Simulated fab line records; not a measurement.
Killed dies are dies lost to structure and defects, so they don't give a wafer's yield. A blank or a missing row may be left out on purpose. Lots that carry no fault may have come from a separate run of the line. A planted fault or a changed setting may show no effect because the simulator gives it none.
Which of the tools did it?    flow nand-harc    7 lots, 21 wafers sampled, at 1 step of a route of 1302

WHAT EACH GAUGE READ, for each wafer
NHARC_A_SOURCE_PLATE_THK_MEAS_09: measures by ellipsometry.
lot   measured      on             thk-nm (nm)
L786  day 7 17:56   film-metro-01  11.0 9.4 9.9
L788  day 8 10:51   film-metro-01  9.0 9.1 9.6
L794  day 11 01:50  film-metro-02  8.5 8.1 9.5
L796  day 12 02:01  film-metro-01  10.1 9.4 9.7
L802  day 14 10:44  film-metro-02  9.0 8.3 10.0
L804  day 15 12:52  film-metro-02  9.4 9.9 10.4
L806  day 15 17:44  film-metro-01  9.3 10.8 9.2

WHICH TOOL RAN EACH LOT (tool, then ch and the chambers of the sampled wafers, then the start)
There is no process step in the record ahead of these readings.

THE ANSWER, worked out from the rows above alone
Rule: the usual values come from the lots themselves. The widest of any qualifying gaps counts: lots, ordered by their means at a reading, are off when they make up no more than a third of the lots, leave a main group of 4 or more, and stand apart from it by 3 or more times the standard deviation of that group's means. The tables above print the reading to a certain number of digits; a main group whose means all agree to those digits is not used. A lot without any number at a reading at which 4 lots or more have one is off too. The other lots that the step has rows for count as sound.
No lot is off on any of the readings shown, so nothing can be concluded from this.

WHAT THE SIMULATOR HAD PUT IN
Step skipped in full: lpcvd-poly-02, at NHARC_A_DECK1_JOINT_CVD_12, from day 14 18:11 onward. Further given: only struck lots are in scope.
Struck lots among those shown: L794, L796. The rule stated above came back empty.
